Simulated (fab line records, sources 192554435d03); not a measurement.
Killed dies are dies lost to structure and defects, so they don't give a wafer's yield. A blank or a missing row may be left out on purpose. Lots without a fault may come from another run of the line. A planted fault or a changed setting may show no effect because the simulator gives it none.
Split-lot experiment | flow n5_finfet | 7 lots, 21 wafers read, on a route of 1938 steps

THE SPLIT
At N5_BEOL_M14_EXPOSE_07 (exposes mask V13), the setting dose_mj was moved away from the recipe's 57 on 3 of the 21 wafers read, by -6.6% to +2.9%. The other wafers ran this setting at the recipe's value.

FROM THE SPLIT TO THE READING: what the file shows between them, 11 steps
- N5_BEOL_M14_PEB_08: peb time 90 s
- N5_BEOL_M14_DEVELOP_09: develop time 45 s
- N5_BEOL_M14_HARDBAKE_14: time 120 s
- N5_BEOL_M14_CD_MEAS_10: target cd 250 nm
- N5_BEOL_M14_DESCUM_15: chemistry O2, time 7.9 s
- N5_BEOL_M14_ETCH_59: etches BARC in N2/H2, target depth 89 nm, overetch 26.7 nm, time 67.9 s
- N5_BEOL_M14_VIA_ETCH_16: etches SiO2 in C4F8/O2/Ar, target depth 1231.3 nm
- N5_BEOL_M14_STRIP_63: strips in O2
- N5_BEOL_M14_STRIP_64: strips in O2
- N5_BEOL_M14_STRIP_71: strips in post etch residue remover, time 60 s
- N5_BEOL_M14_SRD_72: time 30 s, dry time 30 s

THE READING
cd_nm, in nm, at N5_BEOL_M14_CD_MEAS_17 (target cd 250 nm). Fault-free wafers of this fab line usually give 250.9 nm, standard deviation 1.5 nm.

wafer  | tool, chamber at the split | dose_mj as run | against the recipe | cd_nm, nm | against lot-mates on the recipe
L076.2 | krf_scanner-01, 0          | 57             | recipe             | 251.1     | -
L076.4 | krf_scanner-01, 0          | 57             | recipe             | 251.1     | -
L076.5 | krf_scanner-01, 0          | 57             | recipe             | 251.8     | -
L079.1 | krf_scanner-01, 0          | 58.68          | +2.9%              | 254.1     | +2.3
L079.2 | krf_scanner-01, 0          | 58.68          | +2.9%              | 253.8     | +2.0
L079.4 | krf_scanner-01, 0          | 57             | recipe             | 251.8     | -
L083.3 | krf_scanner-02, 0          | 57             | recipe             | 252.8     | -
L083.4 | krf_scanner-02, 0          | 57             | recipe             | 252.6     | -
L083.5 | krf_scanner-02, 0          | 57             | recipe             | 253.1     | -
L088.1 | krf_scanner-01, 0          | 53.24          | -6.6%              | 239.2     | -11.2
L088.4 | krf_scanner-01, 0          | 57             | recipe             | 251.5     | -
L088.5 | krf_scanner-01, 0          | 57             | recipe             | 249.4     | -
L089.1 | krf_scanner-02, 0          | 57             | recipe             | 248.4     | -
L089.2 | krf_scanner-02, 0          | 57             | recipe             | 249.9     | -
L089.4 | krf_scanner-02, 0          | 57             | recipe             | 250.2     | -
L090.1 | krf_scanner-02, 0          | 57             | recipe             | 249.5     | -
L090.2 | krf_scanner-02, 0          | 57             | recipe             | 252.4     | -
L090.5 | krf_scanner-02, 0          | 57             | recipe             | 250.6     | -
L092.1 | krf_scanner-01, 0          | 57             | recipe             | 251.5     | -
L092.3 | krf_scanner-01, 0          | 57             | recipe             | 251.6     | -
L092.4 | krf_scanner-01, 0          | 57             | recipe             | 249.4     | -

THE FIT
A straight line over all 21 wafers: cd_nm changes by +1.56 nm for each +1% of dose_mj; r = +0.89; the points scatter about the line by 1.4 nm.
The same after taking each lot's own level away (the mean of its wafers on the recipe; 21 wafers): +1.42 nm for each +1%; r = +0.92; scatter 1.1 nm.
On that fit, the largest move of dose_mj shifts the reading by 9.4 nm.
The lots' own levels span 249.50 to 252.83 nm, that is 2.2 times the standard deviation above.
So the lot-to-lot level changes the slope little: the two slopes agree.
Check: with one of the wafers moved furthest among these (-6.6%) left out of the fit, the line predicts -4.81 nm for it against its lot-mates. It came out at -11.2 nm against them.

OTHER SPLITS ON THESE WAFERS
These wafers also went through other splits before the reading. Each is held against what the fit with the lots' levels taken away leaves over:
other split on the same wafers | wafers away from the commonest value | r with cd_nm (lot level and that fit taken away)
N5_BEOL_M12_EXPOSE_07 dose_mj  | 5                                    | +0.09
N5_BEOL_M13_EXPOSE_25 dose_mj  | 9                                    | +0.00
N5_BEOL_M14_ILD_DEP_00 time_s  | 6                                    | +0.00

THE WHOLE CHAIN: every reading that the file lists as answering this split, in the file's order
step                   | what it does     | reading | change (the file's fit)              | r (the file's)
N5_BEOL_M14_CD_MEAS_10 | target cd 250 nm | cd_nm   | +1.5 nm for each +1% of the setting  | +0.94
N5_BEOL_M14_CD_MEAS_17 | target cd 250 nm | cd_nm   | +1.55 nm for each +1% of the setting | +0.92

THE FILE'S OWN FIT
cd_nm changes by +1.55 nm for each +1% of dose_mj, r = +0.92.
